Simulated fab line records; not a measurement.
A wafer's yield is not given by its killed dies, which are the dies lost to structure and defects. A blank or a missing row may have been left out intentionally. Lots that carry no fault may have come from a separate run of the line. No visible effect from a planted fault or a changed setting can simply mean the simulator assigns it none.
fab line records | flow nand-harc
record: lots: 5 | wafers: 15 | last-day: 23
route steps=1159 shown A_CONTACT@905 END@1159
lots untouched by any fault: they come from a run of this same line in which no faults occurred
start-h: start of the lot's first displayed wafer, in hours after the record's first day | wait-h: hours since the lot's step before | " unchanged from the row above | L1.1+2: one row covering several wafers at once | - value missing, or start not given | * or withheld: withheld | < > ~ a bound
route shown NAME@n: NAME is a module with steps in the file, n the number in the route of the first one | usual: mean/standard deviation of fault-free wafers | same: alike in all rows | chamber/n: place in a boat | sites: readings site by site | _std_site: how widely they spread, as a standard deviation | _edge_site: inner sites' mean taken away from outer sites' mean | radius-mm: for every site, how far away it sits from the centre of the wafer | mask NAME#n: copy n | behind: tool/chamber where the wafer was last shaped | hold: what put the lot on hold/how long, in hours/how the hold closed | device: whichever transistor did not switch (one of n, p or np) | end of line: tests run on the same wafers once the route is complete | a step without rows: its recipe alone | killed: count of dies lost to structure and defects at first sort (not the wafer's yield) | map: a wafer's dies, x killed, . not, _ none there
set.NAME: the setting as run; set.NAME@STEP: as run at that earlier step | model.NAME: the simulator's own value behind a step, which no gauge read
lots at some steps of the route; a table a step, a row a wafer
services: a tool's chamber out of use, with start hour (start-h, from the record's first day; less than 0 if before it), hours out, and reason
== steps ==
step: NHARC_A_CONTACT_ETCH_125
recipe: source-w: withheld | pressure-mtorr: 20 | bias-v: 1200 | time-s: 155 | target-depth-a: 9560 | ar-flow-sccm: withheld | c4f8-flow-sccm: withheld | o2-flow-sccm: withheld | chemistry: C4F8/O2/Ar
step: NHARC_A_CONTACT_ETCH_126
recipe: source-w: withheld | pressure-mtorr: 20 | bias-v: 1200 | time-s: 155 | target-depth-a: 9560 | ar-flow-sccm: withheld | c4f8-flow-sccm: withheld | o2-flow-sccm: withheld | chemistry: C4F8/O2/Ar
lot.wafer | tool            | chamber | start-h | wait-h | rf-hours-counter-h
L308.2    | har-cap-etch-03 | 1       | 391.72  | 0.1    | 85
L308.3    | "               | 0       | "       | "      | -
L308.5    | "               | 1       | "       | "      | -
L312.1    | har-cap-etch-01 | 1       | 392.56  | 0.2    | 57
L312.4    | "               | 0       | "       | "      | -
L312.5    | "               | 1       | "       | "      | -
L314.1    | har-cap-etch-01 | 1       | 414.73  | 0.1    | 61
L314.6    | "               | 1       | "       | "      | -
L314.5    | "               | 0       | "       | "      | -
L311.1    | har-cap-etch-02 | 0       | 415.55  | 0.1    | 16
L311.4    | "               | 1       | "       | "      | -
L311.5    | "               | 0       | "       | "      | -
L323.4    | har-cap-etch-03 | 0       | 468.03  | 0.1    | -
L323.3    | "               | 1       | "       | "      | -
L323.5    | "               | 1       | "       | "      | -
step: NHARC_A_CONTACT_ETCH_127
recipe: source-w: withheld | pressure-mtorr: 20 | bias-v: 1200 | time-s: 155 | target-depth-a: 9560 | ar-flow-sccm: withheld | c4f8-flow-sccm: withheld | o2-flow-sccm: withheld | chemistry: C4F8/O2/Ar
step: NHARC_A_CONTACT_ETCH_128
recipe: source-w: withheld | pressure-mtorr: 20 | bias-v: 1200 | time-s: 155 | target-depth-a: 9560 | ar-flow-sccm: withheld | c4f8-flow-sccm: withheld | o2-flow-sccm: withheld | chemistry: C4F8/O2/Ar
step: NHARC_A_CONTACT_ETCH_129
recipe: source-w: withheld | pressure-mtorr: 20 | bias-v: 1200 | time-s: 155 | target-depth-a: 9560 | ar-flow-sccm: withheld | c4f8-flow-sccm: withheld | o2-flow-sccm: withheld | chemistry: C4F8/O2/Ar
step: NHARC_A_CONTACT_ETCH_130
recipe: source-w: withheld | pressure-mtorr: 20 | bias-v: 1200 | time-s: 155 | target-depth-a: 9560 | ar-flow-sccm: withheld | c4f8-flow-sccm: withheld | o2-flow-sccm: withheld | chemistry: C4F8/O2/Ar
step: NHARC_A_CONTACT_ETCH_131
recipe: source-w: withheld | pressure-mtorr: 20 | bias-v: 1200 | time-s: 155 | target-depth-a: 9560 | ar-flow-sccm: withheld | c4f8-flow-sccm: withheld | o2-flow-sccm: withheld | chemistry: C4F8/O2/Ar
step: NHARC_A_CONTACT_ETCH_132
recipe: source-w: withheld | pressure-mtorr: 20 | bias-v: 1200 | time-s: 156 | target-depth-a: 9580 | ar-flow-sccm: withheld | c4f8-flow-sccm: withheld | o2-flow-sccm: withheld | chemistry: C4F8/O2/Ar
step: NHARC_A_CONTACT_ETCH_133
recipe: source-w: withheld | pressure-mtorr: 20 | bias-v: 400 | time-s: 195 | target-depth-a: 8400 | ar-flow-sccm: withheld | c4f8-flow-sccm: 11.5 | o2-flow-sccm: 7.2 | chemistry: C4F8/O2/Ar
lot.wafer | tool            | chamber | start-h | wait-h | rf-hours-counter-h
L308.2    | har-cap-etch-03 | 1       | 392.71  | 0.1    | 85
L308.3    | "               | 0       | "       | "      | -
L308.5    | "               | 1       | "       | "      | -
L312.1    | har-cap-etch-01 | 1       | 393.79  | 0.1    | 58
L312.4    | "               | 0       | "       | "      | -
L312.5    | "               | 1       | "       | "      | -
L314.1    | har-cap-etch-01 | 1       | 415.72  | 0.1    | 62
L314.6    | "               | 1       | "       | "      | -
L314.5    | "               | 0       | "       | "      | -
L311.1    | har-cap-etch-02 | 0       | 416.54  | 0.1    | 17
L311.4    | "               | 1       | "       | "      | -
L311.5    | "               | 0       | "       | "      | -
L323.4    | har-cap-etch-03 | 0       | 469.06  | 0.2    | -
L323.3    | "               | 1       | "       | "      | -
L323.5    | "               | 1       | "       | "      | -
step: NHARC_A_CONTACT_ETCH_91
recipe: target-depth-a: 400 | over-etch-frac: 0.5 | time-s: 85.7 | ion-energy-ev: 120 | ch3f-flow-sccm: 50 | o2-flow-sccm: 30 | ar-flow-sccm: 200 | rf-w: 500 | bias-w: 100 | chemistry: CH3F/O2
usual: drypump-motor-current-A: 5.8/0.38 | oes-product-au: 0.95/0.035 | rf-vpp-V: 244.6/1.4 | showerhead-plenum-p-Torr: 2.48/0.074 | throttle-valve-pct: 20.663/0.0089
lot.wafer | tool        | chamber | start-h | wait-h | drypump-motor-current-A | oes-product-au | rf-hours-counter-h | rf-vpp-V | showerhead-plenum-p-Torr | throttle-valve-pct
L308.3    | rie-diel-13 | 1       | 393.27  | 0.4    | 5.6                     | 0.91           | 41                 | 246.5    | 2.56                     | 20.657
L308.2    | "           | 0       | "       | "      | 5.6                     | 0.92           | 44                 | 245.4    | 2.61                     | 20.664
L308.5    | "           | 2       | "       | "      | 6.0                     | 0.95           | -                  | 244.3    | 2.57                     | 20.670
L312.4    | rie-diel-13 | 0       | 394.39  | 0.4    | 5.6                     | 0.92           | 44                 | 245.5    | 2.61                     | 20.660
L312.1    | "           | 1       | "       | "      | 5.6                     | 0.92           | 42                 | 246.8    | 2.56                     | 20.655
L312.5    | "           | 2       | "       | "      | 6.0                     | 0.94           | -                  | 247.6    | 2.57                     | 20.658
L314.1    | rie-diel-07 | 0       | 416.32  | 0.6    | 6.3                     | 0.98           | 0                  | 244.2    | 2.41                     | 20.667
L314.6    | "           | 2       | "       | "      | 5.9                     | 1.02           | -                  | 244.5    | 2.45                     | 20.644
L314.5    | "           | 3       | "       | "      | 5.8                     | 1.01           | -                  | 246.2    | 2.49                     | 20.679
L311.1    | rie-diel-05 | 1       | 417.15  | 0.6    | 5.2                     | 0.91           | 15                 | 246.2    | 2.51                     | 20.676
L311.4    | "           | 2       | "       | "      | 6.4                     | 0.95           | 15                 | 242.2    | 2.33                     | 20.656
L311.5    | "           | 0       | "       | "      | 5.4                     | 0.94           | -                  | 243.6    | 2.50                     | 20.651
L323.3    | rie-diel-13 | 1       | 469.53  | 0.4    | 5.6                     | 0.99           | 5                  | 245.7    | 2.55                     | 20.661
L323.4    | "           | 2       | "       | "      | 6.0                     | 1.02           | 4                  | 246.5    | 2.56                     | 20.679
L323.5    | "           | 2       | "       | "      | 6.0                     | 1.02           | -                  | 246.8    | 2.56                     | 20.645
step: NHARC_A_CONTACT_ETCH_97
recipe: target-depth-a: 200 | over-etch-frac: 0.5 | time-s: 10 | ion-energy-ev: 250 | c4f6-flow-sccm: 25 | o2-flow-sccm: 20 | ar-flow-sccm: 500 | rf-w: 600 | bias-w: 500 | chemistry: C4F6/O2
step: NHARC_A_CONTACT_CD_MEAS_80
usual: cd-nm: 189.8/0.74
lot.wafer | tool      | chamber | start-h | wait-h | cd-nm
L308.2    | cd-sem-03 | -       | 393.56  | -      | 191.4
L308.3    | "         | -       | "       | "      | 190.4
L308.5    | "         | -       | "       | "      | 189.8
L312.1    | cd-sem-02 | -       | 394.58  | -      | 189.6
L312.4    | "         | -       | "       | "      | 190.1
L312.5    | "         | -       | "       | "      | 189.1
L314.1    | cd-sem-02 | -       | 416.51  | -      | 189.6
L314.5    | "         | -       | "       | "      | 189.1
L314.6    | "         | -       | "       | "      | 188.2
L311.1    | cd-sem-02 | -       | 417.34  | -      | 190.3
L311.4    | "         | -       | "       | "      | 191.0
L311.5    | "         | -       | "       | "      | 191.1
L323.3    | cd-sem-01 | -       | 469.75  | -      | 189.9
L323.4    | "         | -       | "       | "      | 189.0
L323.5    | "         | -       | "       | "      | 188.6
step: NHARC_A_CONTACT_STRIP_103
recipe: n2-flow-sccm: 150 | h2-flow-sccm: 150 | ar-flow-sccm: 0 | bias-w: 0 | chemistry: N2/H2
lot.wafer  | tool        | chamber | start-h | wait-h
L308.3+2+5 | rie-diel-07 | 3,1,2   | 393.64  | 0.1
L312.1+4+5 | rie-diel-05 | 2,3,0   | 394.65  | 0.1
L314.1+6+5 | rie-diel-07 | 3,1,2   | 416.60  | 0.1
L311.1+4+5 | rie-diel-05 | 3,2,3   | 417.42  | 0.1
L323.4+3+5 | rie-diel-07 | 3,0,3   | 469.84  | 0.1
step: NHARC_A_CONTACT_STRIP_104
recipe: cf4-flow-sccm: 100 | chf3-flow-sccm: 30 | ar-flow-sccm: 0 | bias-w: 0 | chemistry: CF4/CHF3
step: NHARC_A_CONTACT_STRIP_105
recipe: o2-flow-sccm: 400 | cos-flow-sccm: 20 | ar-flow-sccm: 0 | bias-w: 0 | chemistry: O2/COS
step: NHARC_A_CONTACT_ETCH_106
recipe: target-depth-a: 600 | overetch-a: 60 | time-s: 33 | ion-energy-ev: 100 | cf4-flow-sccm: 80 | o2-flow-sccm: 20 | ar-flow-sccm: 0 | rf-w: 300 | bias-w: 100 | chemistry: CF4/O2
usual: drypump-motor-current-A: 5.8/0.38 | oes-product-au: 1.005/0.015 | rf-vpp-V: 197.7/1.1 | showerhead-plenum-p-Torr: 1.33/0.035 | throttle-valve-pct: 13.396/0.0091
lot.wafer | tool        | chamber | start-h | wait-h | drypump-motor-current-A | oes-product-au | rf-hours-counter-h | rf-vpp-V | showerhead-plenum-p-Torr | throttle-valve-pct
L308.2    | rie-diel-07 | 3       | 393.86  | 0.1    | 5.8                     | 0.995          | 53                 | 196.2    | 1.35                     | 13.398
L308.3    | "           | 0       | "       | "      | 6.3                     | 0.991          | 56                 | 197.6    | 1.31                     | 13.387
L308.5    | "           | 1       | "       | "      | 6.0                     | 1.005          | -                  | 197.4    | 1.33                     | 13.393
L312.1    | rie-diel-05 | 3       | 395.18  | 0.1    | 5.4                     | 0.998          | 9                  | 197.5    | 1.32                     | 13.389
L312.4    | "           | 0       | "       | "      | 5.4                     | 1.007          | 9                  | 198.0    | 1.36                     | 13.398
L312.5    | "           | 0       | "       | "      | 5.3                     | 1.001          | -                  | 198.0    | 1.36                     | 13.416
L314.1    | rie-diel-07 | 3       | 416.81  | 0.1    | 5.8                     | 1.006          | 1                  | 197.6    | 1.35                     | 13.412
L314.6    | "           | 1       | "       | "      | 6.0                     | 0.992          | -                  | 197.8    | 1.33                     | 13.395
L314.5    | "           | 2       | "       | "      | 5.9                     | 1.021          | -                  | 196.6    | 1.33                     | 13.397
L311.1    | rie-diel-05 | 2       | 417.64  | 0.1    | 6.4                     | 1.011          | 15                 | 197.9    | 1.27                     | 13.395
L311.4    | "           | 3       | "       | "      | 5.4                     | 0.995          | 15                 | 197.5    | 1.32                     | 13.392
L311.5    | "           | 2       | "       | "      | 6.4                     | 1.007          | -                  | 197.7    | 1.27                     | 13.412
L323.4    | rie-diel-07 | 3       | 470.15  | 0.1    | 5.8                     | 1.009          | 23                 | 197.1    | 1.35                     | 13.411
L323.3    | "           | 1       | "       | "      | 6.1                     | 0.977          | 22                 | 197.0    | 1.33                     | 13.396
L323.5    | "           | 3       | "       | "      | 5.8                     | 1.015          | -                  | 198.9    | 1.35                     | 13.386
step: NHARC_A_CONTACT_STRIP_82
recipe: o2-flow-sccm: 500 | ar-flow-sccm: 0 | bias-w: 0 | chemistry: O2
step: NHARC_A_CONTACT_STRIP_83
recipe: time-s: 600 | temp-c: 30 | chemistry: post-etch-residue-remover
step: NHARC_A_CONTACT_DEP_84
recipe: target-thk-a: 20000 | temp-c: 400 | material: aC
step: NHARC_A_CONTACT_DEP_85
recipe: target-thk-a: 500 | target-thk-nm: 50 | temp-c: 400 | pressure-torr: 3.5 | flow-sccm: 200 | rf-w: 350 | material: SiON
step: NHARC_A_CONTACT_DEHYDRATE_00
recipe: temp-c: 150 | time-s: 120
step: NHARC_A_CONTACT_HMDS_01
recipe: time-s: 30
step: NHARC_A_CONTACT_COAT_86
recipe: temp-c: 260 | time-s: 75
step: NHARC_A_CONTACT_COAT_87
recipe: temp-c: 225 | time-s: 65
step: NHARC_A_CONTACT_COAT_02
recipe: spin-rpm: 1500 | resist-thk-nm: 90
step: NHARC_A_CONTACT_SOFTBAKE_03
recipe: temp-c: 105 | time-s: 55
step: NHARC_A_CONTACT_EBR_04
step: NHARC_A_CONTACT_EXPOSE_05
recipe: na: 1.35 | sigma-outer: 0.8 | dose-mj: 84.24 | mask-id: A_CC
step: NHARC_A_CONTACT_PEB_06
recipe: peb-temp-c: 100 | peb-time-s: 65
step: NHARC_A_CONTACT_DEVELOP_07
recipe: develop-time-s: 35 | dev-temp-c: 23
step: NHARC_A_CONTACT_CD_MEAS_08
recipe: target-cd-nm: 100 | landing-energy-ev: 500
usual: cd-nm: 99.7/0.8
lot.wafer | tool      | chamber | start-h | wait-h | cd-nm
L308.2    | cd-sem-03 | 0       | 397.87  | -      | 99.2
L308.3    | "         | 0       | "       | "      | 100.2
L308.5    | "         | 0       | "       | "      | 99.6
L312.1    | cd-sem-01 | 0       | 399.09  | -      | 100.2
L312.4    | "         | 0       | "       | "      | 100.1
L312.5    | "         | 0       | "       | "      | 100.6
L314.1    | cd-sem-03 | 0       | 420.47  | -      | 101.3
L314.5    | "         | 0       | "       | "      | 99.9
L314.6    | "         | 0       | "       | "      | 101.6
L311.1    | cd-sem-03 | 0       | 421.70  | -      | 100.7
L311.4    | "         | 0       | "       | "      | 100.4
L311.5    | "         | 0       | "       | "      | 101.4
L323.3    | cd-sem-02 | 0       | 472.78  | -      | 99.9
L323.4    | "         | 0       | "       | "      | 101.0
L323.5    | "         | 0       | "       | "      | 99.8
step: NHARC_A_CONTACT_OVL_MEAS_09
usual: overlay-x-nm: 0.0/0.83 | overlay-y-nm: 0.2/0.72
lot.wafer | tool       | chamber | start-h | wait-h | overlay-x-nm | overlay-y-nm
L308.2    | overlay-01 | -       | 397.96  | -      | -0.5         | -0.6
L308.3    | "          | -       | "       | "      | 0.2          | -0.2
L308.5    | "          | -       | "       | "      | 0.2          | -0.3
L312.1    | overlay-02 | -       | 399.18  | -      | 0.5          | 1.2
L312.4    | "          | -       | "       | "      | 0.2          | 1.2
L312.5    | "          | -       | "       | "      | -0.1         | 1.2
L314.1    | overlay-01 | -       | 420.56  | -      | 0.2          | 0.6
L314.5    | "          | -       | "       | "      | -0.6         | 0.3
L314.6    | "          | -       | "       | "      | 0.2          | 0.8
L311.1    | overlay-01 | -       | 421.79  | -      | -1.5         | -1.1
L311.4    | "          | -       | "       | "      | -1.1         | -0.3
L311.5    | "          | -       | "       | "      | -1.6         | -0.1
L323.3    | overlay-02 | -       | 472.88  | -      | -0.5         | 0.9
L323.4    | "          | -       | "       | "      | -1.0         | 0.9
L323.5    | "          | -       | "       | "      | -0.7         | 1.0
step: NHARC_A_CONTACT_DESCUM_13
recipe: time-s: 3 | o2-flow-sccm: 200 | ar-flow-sccm: 0 | bias-power-w: 0 | chemistry: O2
step: NHARC_A_CONTACT_ETCH_88
recipe: target-depth-a: 390 | over-etch-frac: 0.3 | time-s: 65 | ion-energy-ev: 80 | cf4-flow-sccm: 150 | ar-flow-sccm: 0 | rf-w: 300 | bias-w: 100 | chemistry: CF4
usual: drypump-motor-current-A: 5.7/0.42 | oes-product-au: 1.004/0.014 | rf-vpp-V: 151.1/0.98 | showerhead-plenum-p-Torr: 1.77/0.05 | throttle-valve-pct: 13.284/0.0093
lot.wafer | tool        | chamber | start-h | wait-h | drypump-motor-current-A | oes-product-au | rf-hours-counter-h | rf-vpp-V | showerhead-plenum-p-Torr | throttle-valve-pct
L308.3    | rie-diel-05 | 0       | 398.14  | 0.1    | 5.4                     | 1.012          | 9                  | 150.6    | 1.80                     | 13.273
L308.2    | "           | 2       | "       | "      | 6.4                     | 1.022          | 11                 | 150.0    | 1.68                     | 13.281
L308.5    | "           | 0       | "       | "      | 5.4                     | 1.014          | -                  | 152.2    | 1.80                     | 13.300
L312.1    | rie-diel-13 | 2       | 399.37  | 0.1    | 6.0                     | 1.007          | 42                 | 152.0    | 1.85                     | 13.284
L312.4    | "           | 0       | "       | "      | 5.6                     | 1.001          | 46                 | 151.5    | 1.88                     | 13.287
L312.5    | "           | 1       | "       | "      | 5.6                     | 1.002          | -                  | 152.1    | 1.84                     | 13.294
L314.1    | rie-diel-05 | 3       | 420.75  | 0.1    | 5.4                     | 0.993          | 15                 | 152.0    | 1.75                     | 13.268
L314.5    | "           | 1       | "       | "      | 5.2                     | 0.980          | -                  | 150.9    | 1.80                     | 13.292
L314.6    | "           | 2       | "       | "      | 6.4                     | 1.009          | -                  | 149.7    | 1.68                     | 13.275
L311.1    | rie-diel-05 | 3       | 421.98  | 0.1    | 5.4                     | 0.989          | 15                 | 150.5    | 1.75                     | 13.293
L311.4    | "           | 1       | "       | "      | 5.2                     | 0.986          | 16                 | 151.5    | 1.80                     | 13.287
L311.5    | "           | 3       | "       | "      | 5.4                     | 0.989          | -                  | 150.8    | 1.75                     | 13.278
L323.3    | rie-diel-05 | 3       | 473.12  | 0.1    | 5.4                     | 0.998          | 27                 | 149.8    | 1.75                     | 13.270
L323.4    | "           | 0       | "       | "      | 5.4                     | 1.004          | 27                 | 150.4    | 1.79                     | 13.266
L323.5    | "           | 0       | "       | "      | 5.4                     | 1.011          | -                  | 152.5    | 1.79                     | 13.284
step: NHARC_A_CONTACT_ETCH_89
recipe: target-depth-a: 2600 | over-etch-frac: 0.3 | time-s: 475.3 | ion-energy-ev: 200 | n2-flow-sccm: 150 | h2-flow-sccm: 150 | ar-flow-sccm: 0 | rf-w: 400 | bias-w: 150 | chemistry: N2/H2
step: NHARC_A_CONTACT_ETCH_30
recipe: target-depth-a: 605 | time-s: 30.2 | cf4-flow-sccm: 100 | chf3-flow-sccm: 30 | ar-flow-sccm: 0 | rf-w: 500 | bias-w: 200 | chemistry: CF4/CHF3
step: NHARC_A_CONTACT_ETCH_31
recipe: target-depth-a: 20000 | over-etch-frac: 0.3 | time-s: 520 | ion-energy-ev: 150 | o2-flow-sccm: 400 | cos-flow-sccm: 20 | ar-flow-sccm: 0 | rf-w: 500 | bias-w: 300 | chemistry: O2/COS
step: NHARC_A_CONTACT_ETCH_134
recipe: source-w: withheld | pressure-mtorr: 20 | bias-v: withheld | time-s: 140 | target-depth-a: 7000 | ar-flow-sccm: withheld | c4f8-flow-sccm: withheld | o2-flow-sccm: withheld | chemistry: C4F8/O2/Ar
step: NHARC_A_CONTACT_ETCH_135
recipe: source-w: withheld | pressure-mtorr: 20 | bias-v: 3000 | time-s: 132 | target-depth-a: 12870 | ar-flow-sccm: withheld | c4f8-flow-sccm: withheld | o2-flow-sccm: withheld | chemistry: C4F8/O2/Ar
step: NHARC_A_CONTACT_ETCH_136
recipe: source-w: withheld | pressure-mtorr: 20 | bias-v: 3000 | time-s: 132 | target-depth-a: 12870 | ar-flow-sccm: withheld | c4f8-flow-sccm: withheld | o2-flow-sccm: withheld | chemistry: C4F8/O2/Ar
step: NHARC_A_CONTACT_ETCH_137
recipe: source-w: withheld | pressure-mtorr: 20 | bias-v: 3000 | time-s: 132 | target-depth-a: 12870 | ar-flow-sccm: withheld | c4f8-flow-sccm: withheld | o2-flow-sccm: withheld | chemistry: C4F8/O2/Ar
step: NHARC_END_SORT_01
recipe: temp-c: 25
usual: killed-at-array: 29/11 | killed-at-other: 0.5/0.89 | killed-at-periphery: 3.3/2 | killed-dies: 32/11 | killed-open: 3.1/1.9 | killed-short: 2.3/1.6
same: gross-dies: 677
lot.wafer | tool      | chamber | start-h | wait-h | killed-at-array | killed-at-other | killed-at-periphery | killed-dies | killed-open | killed-short
L323.3    | prober-01 | 0       | 548.07  | 3.1    | 83              | 1               | 5                   | 89          | 9           | 5
killed by level:class
L323.3 A_CONTACT:unspecified=41 A_CHANNEL_HOLE_D1:chamber-film-flake=21 A_CONTACT:chamber-film-flake=4 A_M0:geometric-particle:open=3 A_STAIRCASE:chamber-film-flake=3 A_CONTACT:geometric-particle:open=2 P_CONTACT:geometric-particle:open=1 P_CONTACT:geometric-particle:short=1
map L323.3 (x killed, . not)
____________.____________
_________xxx...._________
_______xxxxx......_______
______xxxxxxx......______
_____xxxxxxx........_____
____xxxxxxx..........____
____xxxxxxx..........____
___x.xxxx.............___
___..xxx..............___
__......x...x.......x..__
__.............x.......__
_......................._
_......................._
_..........x............_
_......................._
_......................._
.....x...................
...........x.............
......................x..
..................x......
.......x.....x..x........
_............x.........._
_.....x......x.........._
_x.........x..x..x......_
_..........xx.xxx......._
_...........xxxxx......._
__........x.xxx........__
__..........x.x....x.x.__
___.........x.x.......___
___...............x...___
____...........x.....____
____..........x......____
_____...........x..._____
______...........x.______
_______..........._______
_________......x_________
____________.____________
map L308.2 (x killed, . not)
____________.____________
_________......._________
_______..........._______
______.............______
_____..............._____
____.x.......x.....x.____
____........x........____
___.........x..x......___
___............x......___
__...........x.x.......__
__.........xxx..x......__
_............xx....x...._
_..............x...x...._
_......................._
_......................._
_......................._
.........................
.........................
.........................
.......................x.
................x........
_......................._
_......................._
_............x.........._
_......................._
_.....xx.xx............._
__.........x...........__
__...............x.....__
___....x..............___
___.......x...x.......___
____....x............____
____...xx............____
_____x.x..x........._____
______.............______
_______..........._______
_________......._________
____________.____________
== services ==
tool        | chamber | start-h | hours | kind
rie-diel-05 | 0       | 374.29  | -     | clean
rie-diel-05 | 1       | 374.29  | -     | clean
rie-diel-05 | 2       | 374.29  | -     | clean
rie-diel-05 | 3       | 374.29  | -     | clean
rie-diel-13 | -       | 377.73  | 0.4   | repair
rie-diel-05 | 1       | 392.31  | 2.7   | repair
rie-diel-05 | 0       | 398.94  | -     | clean
rie-diel-05 | 1       | 398.94  | -     | clean
rie-diel-05 | 2       | 398.94  | -     | clean
rie-diel-05 | 3       | 398.94  | -     | clean
rie-diel-07 | -       | 405.27  | 9.0   | pm
rie-diel-05 | 0       | 423.44  | -     | clean
rie-diel-05 | 1       | 423.44  | -     | clean
rie-diel-05 | 2       | 423.44  | -     | clean
rie-diel-05 | 3       | 423.44  | -     | clean
rie-diel-05 | 3       | 429.14  | 11.9  | repair
rie-diel-05 | 0       | 447.97  | -     | clean
rie-diel-05 | 1       | 447.97  | -     | clean
rie-diel-05 | 2       | 447.97  | -     | clean
rie-diel-05 | 3       | 447.97  | -     | clean
rie-diel-13 | -       | 453.44  | 9.0   | pm
rie-diel-05 | 0       | 472.64  | -     | clean
rie-diel-05 | 1       | 472.64  | -     | clean
rie-diel-05 | 2       | 472.64  | -     | clean
== key ==
first-sign: step: NHARC_END_SORT_01 | reading: killed-dies | direction: up | sigmas: 5.1 | usual: 32 | struck: 89
effect: step: NHARC_END_SORT_01 | reading: killed-at-array | direction: up | sigmas: 4.9 | usual: 29 | struck: 83
more-kills-born-at: NHARC_A_CONTACT_STRIP_103@rie-diel-07: 41
met-at NHARC_A_CONTACT_STRIP_103
struck-wafers L323.3
tester-left-out L323
fault: kind: chamber-particle-source | tool: rie-diel-07 | chamber: 0 | onset-h: 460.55 | steps: NHARC_A_CONTACT_STRIP_103 | rate-per-visit-cm2: 2.1329 | end-h: 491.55
tester-left-out: of these lots the tester's yield and bins aren't shown, on N5 and GAA mostly nor the transistor test; their killed dies are dies lost to structure and defects alone, not to doping, threshold or leakage, so they don't give the yield
